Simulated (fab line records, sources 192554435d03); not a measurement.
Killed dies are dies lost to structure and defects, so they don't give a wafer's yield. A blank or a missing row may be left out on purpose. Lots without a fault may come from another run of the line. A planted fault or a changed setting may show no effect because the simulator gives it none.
Which tool did it? | flow n5_finfet | 24 lots, 72 wafers sampled, at 6 steps of a route of 1938

WHAT THE GAUGES READ, wafer by wafer
The record holds no reading of a measuring or inspecting step that can be judged against a usual standard deviation.

WHICH TOOL RAN EACH LOT (tool, then ch and the chambers of the sampled wafers, then the start)
lot  | N5_BEOL_M13_DESCUM_15              | N5_BEOL_M13_VIA_ETCH_16            | N5_BEOL_M13_STRIP_63                 | N5_BEOL_M13_SPUTTER_43       | N5_BEOL_M14_PRE_CLEAN_42     | N5_BEOL_M15_CMP_49
L074 | rie_diel-03 ch 2,3, day 11 11:55   | rie_diel-03 ch 2,3, day 11 12:00   | plasma_asher-01 ch 0,1, day 11 12:14 | pvd_sputter-01, day 11 14:50 | pvd_sputter-02, day 11 18:59 | cmp-03 ch 0,2,3, day 12 05:10
L075 | rie_diel-01 ch 0,2,3, day 11 18:19 | rie_diel-01 ch 0,2,3, day 11 18:24 | plasma_asher-02 ch 0,1, day 11 18:38 | pvd_sputter-03, day 11 21:38 | pvd_sputter-01, day 12 04:46 | cmp-04 ch 0,1,2, day 12 11:51
L078 | rie_diel-03 ch 1,2, day 12 10:19   | rie_diel-03 ch 1,2, day 12 10:24   | plasma_asher-02 ch 0,1, day 12 10:38 | pvd_sputter-02, day 12 12:55 | pvd_sputter-03, day 12 18:13 | cmp-04 ch 0,1,3, day 13 03:17
L076 | rie_diel-05 ch 0,1, day 12 14:18   | rie_diel-05 ch 0,1, day 12 14:23   | plasma_asher-02 ch 0,1, day 12 14:37 | pvd_sputter-02, day 12 17:40 | pvd_sputter-03, day 12 22:55 | cmp-03 ch 0,1,2, day 13 06:46
L081 | rie_diel-05 ch 0,2,3, day 12 20:17 | rie_diel-05 ch 0,2,3, day 12 20:22 | plasma_asher-02 ch 0,1, day 12 20:37 | pvd_sputter-02, day 13 01:33 | pvd_sputter-01, day 13 12:09 | cmp-03 ch 0,1,3, day 13 18:19
L079 | rie_diel-05 ch 2,3, day 13 00:59   | rie_diel-05 ch 2,3, day 13 01:04   | plasma_asher-02 ch 0,1, day 13 01:39 | pvd_sputter-01, day 13 05:25 | pvd_sputter-02, day 13 15:49 | cmp-03 ch 0,1, day 13 22:10
L080 | rie_diel-05 ch 1,2, day 13 01:22   | rie_diel-05 ch 1,2, day 13 01:28   | plasma_asher-02 ch 0,1, day 13 01:50 | pvd_sputter-02, day 13 05:33 | pvd_sputter-02, day 13 16:08 | cmp-01 ch 1,3, day 13 23:10
L077 | rie_diel-03 ch 0,1,2, day 13 02:12 | rie_diel-03 ch 0,1,2, day 13 02:17 | plasma_asher-02 ch 0, day 13 02:31   | pvd_sputter-01, day 13 05:46 | pvd_sputter-02, day 13 16:30 | cmp-01 ch 1,2,3, day 13 23:26
L082 | rie_diel-01 ch 0,1,3, day 13 11:04 | rie_diel-01 ch 0,1,3, day 13 11:09 | plasma_asher-01 ch 0,1, day 13 11:23 | pvd_sputter-02, day 13 15:28 | pvd_sputter-03, day 13 19:58 | cmp-03 ch 0,2,3, day 14 04:18
L083 | rie_diel-03 ch 0,1, day 13 15:28   | rie_diel-03 ch 0,1, day 13 15:33   | plasma_asher-02 ch 0,1, day 13 15:47 | pvd_sputter-03, day 13 19:34 | pvd_sputter-03, day 14 00:10 | cmp-04 ch 0,3, day 14 07:25
L084 | rie_diel-05 ch 0,1,2, day 13 15:31 | rie_diel-05 ch 0,1,2, day 13 15:36 | plasma_asher-02 ch 0,1, day 13 15:56 | pvd_sputter-02, day 13 19:35 | pvd_sputter-02, day 14 01:59 | cmp-03 ch 0,1,2, day 14 07:41
L085 | rie_diel-01 ch 0,1, day 13 22:15   | rie_diel-01 ch 0,1, day 13 22:20   | plasma_asher-01 ch 0,1, day 13 22:35 | pvd_sputter-02, day 14 03:13 | pvd_sputter-01, day 14 07:56 | cmp-04 ch 0,1, day 14 16:56
L086 | rie_diel-05 ch 0,2, day 14 05:28   | rie_diel-05 ch 0,2, day 14 05:33   | plasma_asher-02 ch 1, day 14 05:48   | pvd_sputter-01, day 14 08:26 | pvd_sputter-03, day 14 15:07 | cmp-01 ch 1,2,3, day 15 00:24
L087 | rie_diel-03 ch 0,1,3, day 14 07:11 | rie_diel-03 ch 0,1,3, day 14 07:17 | plasma_asher-02 ch 0,1, day 14 07:31 | pvd_sputter-02, day 14 09:29 | pvd_sputter-02, day 14 14:49 | cmp-03 ch 2,3, day 15 00:08
L088 | rie_diel-05 ch 0,3, day 15 01:25   | rie_diel-05 ch 0,3, day 15 01:30   | plasma_asher-01 ch 0,1, day 15 01:44 | pvd_sputter-03, day 15 08:29 | pvd_sputter-03, day 15 12:41 | cmp-01 ch 0,2,3, day 15 18:46
L089 | rie_diel-01 ch 1,2, day 15 09:07   | rie_diel-01 ch 1,2, day 15 09:12   | plasma_asher-01 ch 0, day 15 09:26   | pvd_sputter-03, day 15 12:06 | pvd_sputter-01, day 15 18:16 | cmp-01 ch 1,3, day 16 00:48
L091 | rie_diel-05 ch 0,3, day 15 13:20   | rie_diel-05 ch 0,3, day 15 13:26   | plasma_asher-02 ch 1, day 15 13:40   | pvd_sputter-01, day 15 15:34 | pvd_sputter-02, day 15 20:56 | cmp-01 ch 0,1, day 16 04:28
L093 | rie_diel-03 ch 0,1,2, day 15 19:16 | rie_diel-03 ch 0,1,2, day 15 19:22 | plasma_asher-01 ch 0,1, day 15 19:37 | pvd_sputter-02, day 16 04:46 | pvd_sputter-03, day 16 09:19 | cmp-01 ch 0,2,3, day 16 17:41
L090 | rie_diel-05 ch 0,2, day 15 21:02   | rie_diel-05 ch 0,2, day 15 21:07   | plasma_asher-02 ch 0,1, day 15 21:23 | pvd_sputter-03, day 16 03:19 | pvd_sputter-03, day 16 08:16 | cmp-03 ch 1,2,3, day 16 14:02
L092 | rie_diel-01 ch 1,2,3, day 15 22:31 | rie_diel-01 ch 1,2,3, day 15 22:36 | plasma_asher-01 ch 0,1, day 15 22:50 | pvd_sputter-03, day 16 04:48 | pvd_sputter-03, day 16 09:55 | cmp-01 ch 0,1, day 16 19:23
L094 | rie_diel-05 ch 0,1,2, day 16 01:34 | rie_diel-05 ch 0,1,2, day 16 01:39 | plasma_asher-02 ch 0,1, day 16 01:53 | pvd_sputter-03, day 16 05:07 | pvd_sputter-01, day 16 12:22 | cmp-01 ch 0,1,3, day 16 19:46
L095 | rie_diel-03 ch 1,2,3, day 17 01:34 | rie_diel-03 ch 1,2,3, day 17 01:40 | plasma_asher-02 ch 0,1, day 17 01:53 | pvd_sputter-01, day 17 08:02 | pvd_sputter-01, day 17 14:43 | cmp-01 ch 0,1,3, day 17 21:49
L097 | rie_diel-01 ch 0,3, day 17 07:57   | rie_diel-01 ch 0,3, day 17 08:02   | plasma_asher-01 ch 0,1, day 17 08:16 | pvd_sputter-01, day 17 11:11 | pvd_sputter-02, day 17 17:40 | cmp-04 ch 0,3, day 17 23:28
L096 | rie_diel-03 ch 0,2,3, day 17 08:50 | rie_diel-03 ch 0,2,3, day 17 08:56 | plasma_asher-01 ch 0,1, day 17 09:11 | pvd_sputter-02, day 17 11:52 | pvd_sputter-01, day 17 17:59 | cmp-01 ch 1,2, day 18 09:46
- N5_BEOL_M13_DESCUM_15: chemistry O2, time 7.9 s.
- N5_BEOL_M13_VIA_ETCH_16: etches SiOC in C4F8/O2/Ar, target depth 921.7 nm.
- N5_BEOL_M13_STRIP_63: strips in N2/H2.
- N5_BEOL_M13_SPUTTER_43: material TaN, target thk 15 nm, time 24.19 s.
- N5_BEOL_M14_PRE_CLEAN_42: time 30 s.
- N5_BEOL_M15_CMP_49: polishes, stops on SiO2, t overpolish 4.9 s, target thk 850 nm.

WHAT THE TOOLS THEMSELVES READ (means of the sampled wafers that have a number; where no wafer has one, the mark that the record gives instead)
N5_BEOL_M13_DESCUM_15.
lot  | tool        | drypump_motor_current_A (A) | oes_product_au (a.u.) | rf_vpp_V (V) | showerhead_plenum_p_Torr (Torr) | throttle_valve_pct (%)
L074 | rie_diel-03 | 6.3                         | 0.82                  | 244.0        | 2.18                            | 20.31
L075 | rie_diel-01 | 5.6                         | 0.86                  | 243.5        | 2.07                            | 20.27
L078 | rie_diel-03 | 6.1                         | 0.75                  | 242.9        | 2.08                            | 20.30
L076 | rie_diel-05 | 5.4                         | 0.79                  | 241.9        | 2.05                            | 20.30
L081 | rie_diel-05 | 5.3                         | 0.74                  | 242.7        | 2.06                            | 20.59
L079 | rie_diel-05 | 5.5                         | 0.74                  | 243.1        | 2.12                            | 20.74
L080 | rie_diel-05 | 5.3                         | 0.87                  | 243.5        | 2.05                            | 20.28
L077 | rie_diel-03 | 6.1                         | 0.75                  | 243.0        | 2.08                            | 20.35
L082 | rie_diel-01 | 5.6                         | 0.83                  | 242.7        | 2.06                            | 20.20
L083 | rie_diel-03 | 6.4                         | 0.74                  | 243.0        | 2.06                            | 20.39
L084 | rie_diel-05 | 5.3                         | 0.82                  | 242.0        | 2.05                            | 20.29
L085 | rie_diel-01 | 5.5                         | 0.84                  | 241.4        | 2.03                            | 20.13
L086 | rie_diel-05 | 5.1                         | 0.72                  | 241.9        | 2.00                            | 20.48
L087 | rie_diel-03 | 6.4                         | 0.77                  | 244.8        | 2.12                            | 20.39
L088 | rie_diel-05 | 5.3                         | 0.69                  | 242.4        | 2.05                            | 20.64
L089 | rie_diel-01 | 5.3                         | 0.83                  | 241.5        | 2.05                            | 20.26
L091 | rie_diel-05 | 5.5                         | 0.68                  | 243.6        | 2.11                            | 20.78
L093 | rie_diel-03 | 6.2                         | 0.73                  | 243.7        | 2.07                            | 20.38
L090 | rie_diel-05 | 5.1                         | 0.71                  | 241.8        | 2.00                            | 20.49
L092 | rie_diel-01 | 5.5                         | 0.81                  | 242.2        | 2.06                            | 20.28
L094 | rie_diel-05 | 5.4                         | 0.79                  | 243.1        | 2.05                            | 20.32
L095 | rie_diel-03 | 6.3                         | 0.75                  | 243.1        | 2.11                            | 20.38
L097 | rie_diel-01 | 5.7                         | 0.81                  | 242.1        | 2.05                            | 20.27
L096 | rie_diel-03 | 6.1                         | 0.76                  | 242.5        | 2.12                            | 20.40

N5_BEOL_M13_VIA_ETCH_16.
lot  | tool        | bias_w (W) | drypump_motor_current_A (A) | oes_product_au (a.u.) | rf_vpp_V (V) | showerhead_plenum_p_Torr (Torr) | throttle_valve_pct (%)
L074 | rie_diel-03 | 702.5      | 6.3                         | 0.74                  | 668.9        | 3.57                            | 24.18
L075 | rie_diel-01 | 698.2      | 5.6                         | 0.77                  | 664.9        | 3.40                            | 24.18
L078 | rie_diel-03 | 699.9      | 6.1                         | 0.67                  | 665.0        | 3.41                            | 24.11
L076 | rie_diel-05 | 698.3      | 5.4                         | 0.72                  | 663.4        | 3.33                            | 23.93
L081 | rie_diel-05 | 700.9      | 5.3                         | 0.66                  | 664.0        | 3.35                            | 24.23
L079 | rie_diel-05 | 699.5      | 5.6                         | 0.67                  | 666.0        | 3.45                            | 24.46
L080 | rie_diel-05 | 701.1      | 5.4                         | 0.79                  | 663.9        | 3.34                            | 23.93
L077 | rie_diel-03 | 698.5      | 6.1                         | 0.68                  | 665.8        | 3.40                            | 24.14
L082 | rie_diel-01 | 698.2      | 5.6                         | 0.75                  | 664.6        | 3.40                            | 24.19
L083 | rie_diel-03 | 699.7      | 6.4                         | 0.68                  | 665.4        | 3.37                            | 24.12
L084 | rie_diel-05 | 700.9      | 5.3                         | 0.74                  | 664.0        | 3.33                            | 23.94
L085 | rie_diel-01 | 699.5      | 5.5                         | 0.76                  | 663.2        | 3.35                            | 24.11
L086 | rie_diel-05 | 699.7      | 5.1                         | 0.66                  | 660.3        | 3.25                            | 24.04
L087 | rie_diel-03 | 702.2      | 6.4                         | 0.70                  | 666.6        | 3.46                            | 24.18
L088 | rie_diel-05 | 700.8      | 5.4                         | 0.62                  | 663.5        | 3.34                            | 24.27
L089 | rie_diel-01 | 699.3      | 5.3                         | 0.75                  | 662.8        | 3.33                            | 24.01
L091 | rie_diel-05 | 700.1      | 5.6                         | 0.61                  | 664.3        | 3.43                            | 24.49
L093 | rie_diel-03 | 700.5      | 6.1                         | 0.67                  | 665.8        | 3.39                            | 24.15
L090 | rie_diel-05 | 699.6      | 5.1                         | 0.65                  | 661.2        | 3.24                            | 24.04
L092 | rie_diel-01 | 700.1      | 5.6                         | 0.74                  | 663.7        | 3.39                            | 24.15
L094 | rie_diel-05 | 698.7      | 5.4                         | 0.71                  | 664.1        | 3.32                            | 23.95
L095 | rie_diel-03 | 701.0      | 6.3                         | 0.67                  | 666.3        | 3.46                            | 24.21
L097 | rie_diel-01 | 700.7      | 5.7                         | 0.73                  | 664.2        | 3.39                            | 24.28
L096 | rie_diel-03 | 702.1      | 6.1                         | 0.69                  | 666.4        | 3.48                            | 24.23

N5_BEOL_M13_STRIP_63.
lot  | tool            | drypump_motor_current_A (A) | heater_power_w (W) | oes_product_au (a.u.) | strip_time_to_endpoint_s (s)
L074 | plasma_asher-01 | 6.0                         | 375                | 0.678                 | 28.8
L075 | plasma_asher-02 | 5.5                         | 336                | 0.671                 | 27.7
L078 | plasma_asher-02 | 5.6                         | 338                | 0.672                 | 28.4
L076 | plasma_asher-02 | 5.5                         | 333                | 0.675                 | 28.7
L081 | plasma_asher-02 | 5.5                         | 334                | 0.670                 | 27.3
L079 | plasma_asher-02 | 5.3                         | 349                | 0.674                 | 28.1
L080 | plasma_asher-02 | 5.3                         | 346                | 0.674                 | 27.6
L077 | plasma_asher-02 | 5.1                         | 363                | 0.670                 | 27.1
L082 | plasma_asher-01 | 6.0                         | 380                | 0.677                 | 28.6
L083 | plasma_asher-02 | 5.4                         | 354                | 0.675                 | 28.8
L084 | plasma_asher-02 | 5.3                         | 345                | 0.670                 | 28.7
L085 | plasma_asher-01 | 5.7                         | 364                | 0.675                 | 28.3
L086 | plasma_asher-02 | 5.8                         | 321                | 0.670                 | 27.8
L087 | plasma_asher-02 | 5.5                         | 334                | 0.678                 | 28.9
L088 | plasma_asher-01 | 5.7                         | 364                | 0.672                 | 29.0
L089 | plasma_asher-01 | 5.5                         | 353                | 0.672                 | 26.9
L091 | plasma_asher-02 | 5.8                         | 325                | 0.675                 | 29.0
L093 | plasma_asher-01 | 6.0                         | 380                | 0.676                 | 28.0
L090 | plasma_asher-02 | 5.5                         | 337                | 0.675                 | 28.9
L092 | plasma_asher-01 | 6.0                         | 381                | 0.671                 | 26.9
L094 | plasma_asher-02 | 5.5                         | 337                | 0.679                 | 28.7
L095 | plasma_asher-02 | 5.3                         | 350                | 0.675                 | 27.1
L097 | plasma_asher-01 | 5.7                         | 364                | 0.674                 | 26.7
L096 | plasma_asher-01 | 5.7                         | 367                | 0.668                 | 26.0

N5_BEOL_M13_SPUTTER_43.
lot  | tool           | throttle_valve_pct (%)
L074 | pvd_sputter-01 | 30.2
L075 | pvd_sputter-03 | 30.4
L078 | pvd_sputter-02 | 29.7
L076 | pvd_sputter-02 | 29.0
L081 | pvd_sputter-02 | 29.0
L079 | pvd_sputter-01 | 29.8
L080 | pvd_sputter-02 | 29.8
L077 | pvd_sputter-01 | 29.5
L082 | pvd_sputter-02 | 29.4
L083 | pvd_sputter-03 | 30.7
L084 | pvd_sputter-02 | 29.9
L085 | pvd_sputter-02 | 29.0
L086 | pvd_sputter-01 | 30.2
L087 | pvd_sputter-02 | 28.8
L088 | pvd_sputter-03 | 30.3
L089 | pvd_sputter-03 | 30.2
L091 | pvd_sputter-01 | 29.6
L093 | pvd_sputter-02 | 28.9
L090 | pvd_sputter-03 | 30.4
L092 | pvd_sputter-03 | 30.5
L094 | pvd_sputter-03 | 30.0
L095 | pvd_sputter-01 | 29.7
L097 | pvd_sputter-01 | 29.8
L096 | pvd_sputter-02 | 29.4

N5_BEOL_M14_PRE_CLEAN_42.
lot  | tool           | heater_power_w (W)
L074 | pvd_sputter-02 | 561
L075 | pvd_sputter-01 | 484
L078 | pvd_sputter-03 | 434
L076 | pvd_sputter-03 | 404
L081 | pvd_sputter-01 | 470
L079 | pvd_sputter-02 | 442
L080 | pvd_sputter-02 | 476
L077 | pvd_sputter-02 | 510
L082 | pvd_sputter-03 | 444
L083 | pvd_sputter-03 | 439
L084 | pvd_sputter-02 | 518
L085 | pvd_sputter-01 | 468
L086 | pvd_sputter-03 | 423
L087 | pvd_sputter-02 | 472
L088 | pvd_sputter-03 | 450
L089 | pvd_sputter-01 | 485
L091 | pvd_sputter-02 | 467
L093 | pvd_sputter-03 | 402
L090 | pvd_sputter-03 | 403
L092 | pvd_sputter-03 | 439
L094 | pvd_sputter-01 | 466
L095 | pvd_sputter-01 | 475
L097 | pvd_sputter-02 | 560
L096 | pvd_sputter-01 | 459

N5_BEOL_M15_CMP_49.
lot  | tool   | barrier_field_endpoint_s (s) | edge_zone_pressure_frac | motor_current_A (A) | overpolish_run_s (s) | slurry_filter_dp_kPa (kPa)
L074 | cmp-03 | 11.8                         | 1.000                   | 9.0                 | 4.903                | 13.35
L075 | cmp-04 | 11.1                         | 1.003                   | 8.0                 | 4.903                | 13.51
L078 | cmp-04 | 11.1                         | 1.003                   | 8.0                 | 4.901                | 13.67
L076 | cmp-03 | 11.5                         | 1.002                   | 8.3                 | 4.895                | 13.44
L081 | cmp-03 | 11.5                         | 1.000                   | 7.9                 | 4.899                | 13.45
L079 | cmp-03 | 11.2                         | 0.999                   | 7.4                 | 4.890                | 13.54
L080 | cmp-01 | 11.4                         | 1.000                   | 7.9                 | 4.898                | 13.41
L077 | cmp-01 | 11.5                         | 0.999                   | 7.4                 | 4.909                | 13.38
L082 | cmp-03 | 11.6                         | 1.005                   | 8.8                 | 4.902                | 13.41
L083 | cmp-04 | 11.5                         | 0.999                   | 7.8                 | 4.893                | 13.64
L084 | cmp-03 | 11.2                         | 0.997                   | 8.4                 | 4.903                | 13.57
L085 | cmp-04 | 11.6                         | 0.998                   | 7.4                 | 4.898                | 13.43
L086 | cmp-01 | 11.7                         | 0.999                   | 7.5                 | 4.914                | 13.40
L087 | cmp-03 | 11.7                         | 0.996                   | 9.2                 | 4.897                | 13.38
L088 | cmp-01 | 11.7                         | 1.003                   | 7.3                 | 4.912                | 13.56
L089 | cmp-01 | 11.5                         | 1.001                   | 7.9                 | 4.905                | 13.49
L091 | cmp-01 | 11.6                         | 0.996                   | 8.3                 | 4.896                | 13.67
L093 | cmp-01 | 11.2                         | 1.001                   | 7.5                 | 4.898                | 13.56
L090 | cmp-03 | 10.9                         | 0.999                   | 8.5                 | 4.896                | 13.53
L092 | cmp-01 | 11.6                         | 1.003                   | 8.0                 | 4.900                | 13.55
L094 | cmp-01 | 11.6                         | 0.997                   | 8.1                 | 4.894                | 13.43
L095 | cmp-01 | 11.6                         | 1.002                   | 8.0                 | 4.906                | 13.34
L097 | cmp-04 | 11.5                         | 1.000                   | 7.1                 | 4.896                | 13.47
L096 | cmp-01 | 11.6                         | 1.000                   | 7.1                 | 4.899                | 13.49

THE ANSWER, worked out from the rows above alone
Rule: what is usual is taken from the lots themselves. Put in order of their means at a reading, lots are off if they are a third of the lots or fewer, leave a main group of 4 or more, and stand apart from it by a gap of 3 or more times the standard deviation of the main group's means; of several such gaps the widest counts. A main group whose means are all the same, to the digits that the tables above print for the reading, isn't used. A lot without any number at a reading at which 4 lots or more have one is off too. The other lots that the step has rows for count as sound. The gauges are gone through in route order, then the tools' own readings, and for those a lot's mean is taken as printed above. The first step at which some lot is off is used, and at that step the reading that is off furthest; a lot without a number counts as furthest.
No lot is off at any reading shown: from this, nothing can be told.

WHAT THE SIMULATOR HAD PUT IN
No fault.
